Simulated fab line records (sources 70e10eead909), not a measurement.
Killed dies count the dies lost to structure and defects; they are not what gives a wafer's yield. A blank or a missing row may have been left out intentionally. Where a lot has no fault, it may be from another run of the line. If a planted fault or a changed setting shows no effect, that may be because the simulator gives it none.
Check of tool commonality	flow nand harc	1 lot, 3 wafers sampled

REASON FOR OPENING
At NHARC_END_SORT_01 the reading killed at periphery is flagged on 1 of 1 lot. Wafers without a fault read 3.1, standard deviation 2.
Rule: a lot is flagged in two cases, either no wafer of it has a number, or all its wafers with numbers fall more than 4 standard deviations from that mean. The rest of the lots are taken to be sound.

lot	measured	on	killed at periphery, wafer by wafer	flag
L914	day 27 20:20	prober-02	538 565 564	FLAGGED
On average the flagged lots read 555.7, which is +552.6 against the usual, or +99 or more standard deviations.

LOT BY LOT: THE TOOL USED
The record holds 4 process steps before the reading, out of a route of 1302 steps. Read each cell as the tool, then ch plus the chambers that the sampled wafers visited, then the start.
lot	flag	NHARC_P_ZERO_WELL_ETCH_65	NHARC_P_ZERO_WELL_EXPOSE_21	NHARC_P_GATE_DESCUM_13	NHARC_P_GATE_HM_DEP_102
L914	FLAGGED	rie diel-13 ch 1,3, day 5 05:48	krf scanner-03 ch 0, day 5 06:57	no row	no row
What is done by these steps:
- NHARC_P_ZERO_WELL_ETCH_65: etches the open film in N2/H2, target depth 80 nm, overetch 24 nm, time 87.88 s.
- NHARC_P_ZERO_WELL_EXPOSE_21: exposes mask P NWELL, target cd 720 nm.
- NHARC_P_GATE_DESCUM_13: chemistry O2, time 3 s.
- NHARC_P_GATE_HM_DEP_102: deposits aC, target thk 120 nm.
- NHARC_END_SORT_01

FLAGGED OVER TOTAL, TOOL BY TOOL (the gauges that took the reading come last)
step	tool	lots run	flagged	share of the flagged lots	sound lots run after its first flagged lot
NHARC_P_ZERO_WELL_ETCH_65	rie diel-13	1	1	all	0
NHARC_P_ZERO_WELL_EXPOSE_21	krf scanner-03	1	1	all	0
NHARC_END_SORT_01	prober-02	1	1	all	0

WHAT THE TABLE ALLOWS
Every flagged lot was run by 3 rows of the table: rie diel-13 at NHARC_P_ZERO_WELL_ETCH_65, krf scanner-03 at NHARC_P_ZERO_WELL_EXPOSE_21 and prober-02 at NHARC_END_SORT_01.
- rie diel-13 at NHARC_P_ZERO_WELL_ETCH_65: 1 of its 1 lot flagged. It ran no sound lot before its first flagged lot in this sample, so the start can't be narrowed down.
- krf scanner-03 at NHARC_P_ZERO_WELL_EXPOSE_21: 1 of its 1 lot flagged. It ran no sound lot before its first flagged lot in this sample, so the start can't be narrowed down.
- prober-02 at NHARC_END_SORT_01: 1 of its 1 lot flagged. It ran no sound lot before its first flagged lot in this sample, so the start can't be narrowed down.
A lot count leaves these 3 tools indistinguishable: every one of them fits a fault beginning at some hour. More lots, or a look at what each step does to the wafer, might.

WHAT THE SIMULATOR HAD PUT IN
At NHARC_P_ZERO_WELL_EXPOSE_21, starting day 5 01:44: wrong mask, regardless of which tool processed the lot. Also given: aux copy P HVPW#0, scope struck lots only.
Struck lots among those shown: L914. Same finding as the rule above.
